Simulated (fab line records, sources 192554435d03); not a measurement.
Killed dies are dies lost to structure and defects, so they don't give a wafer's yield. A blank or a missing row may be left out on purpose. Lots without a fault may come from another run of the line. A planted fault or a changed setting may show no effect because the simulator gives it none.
Chamber matching | flow n5_finfet | N5_MIM_BOT_ETCH_ETCH_04 on rie_diel-02: 4 sister chambers
The step etches SiNx in CF4/O2, target depth 26 nm, time 13 s. 8 wafers are shown with their chamber, then 7 later ones without.

WAFERS WITH THEIR CHAMBER
wafer  | chamber | showerhead_plenum_p_Torr (Torr) | drypump_motor_current_A (A)
L075.5 | 2       | 2.12                            | 5.7
L081.1 | 2       | 2.11                            | 5.6
L081.3 | 0       | 2.15                            | 6.2
L081.4 | 1       | 2.15                            | 5.6
L093.1 | 1       | 2.14                            | 5.6
L093.6 | 3       | 2.29                            | 6.6
L092.1 | 0       | 2.14                            | 6.1
L092.2 | 3       | 2.29                            | 6.6

WAFERS WITHOUT THEIR CHAMBER
wafer  | showerhead_plenum_p_Torr (Torr) | drypump_motor_current_A (A)
L092.3 | 2.10                            | 5.7
L092.4 | 2.14                            | 5.6
L092.5 | 2.14                            | 5.6
L092.6 | 2.10                            | 5.7
L094.2 | 2.10                            | 5.7
L094.4 | 2.29                            | 6.6
L094.5 | 2.14                            | 6.1

WHICH CHAMBER EACH WENT THROUGH
wafer  | from the rows above | in truth
L092.3 | 2                   | 2
L092.4 | 1                   | 1
L092.5 | 1                   | 1
L092.6 | 2                   | 2
L094.2 | 2                   | 2
L094.4 | 3                   | 3
L094.5 | 0                   | 0
Placed correctly: 7 of 7. Can't be placed from these rows: 0. Placed wrongly: 0.
How it was worked out, from the rows above alone: a wafer's distance from a chamber is the root of the sum, over the readings, of the square of ((its reading less the chamber's mean) divided by the reading's scatter). The wafer belongs to the nearest chamber; if the next one is less than 2 further off, it can't be placed. A chamber's mean is the mean of its shown wafers. The scatter: the root of (the sum of the squares of (reading less its chamber's mean) over the shown wafers, divided by (wafers less chambers)).
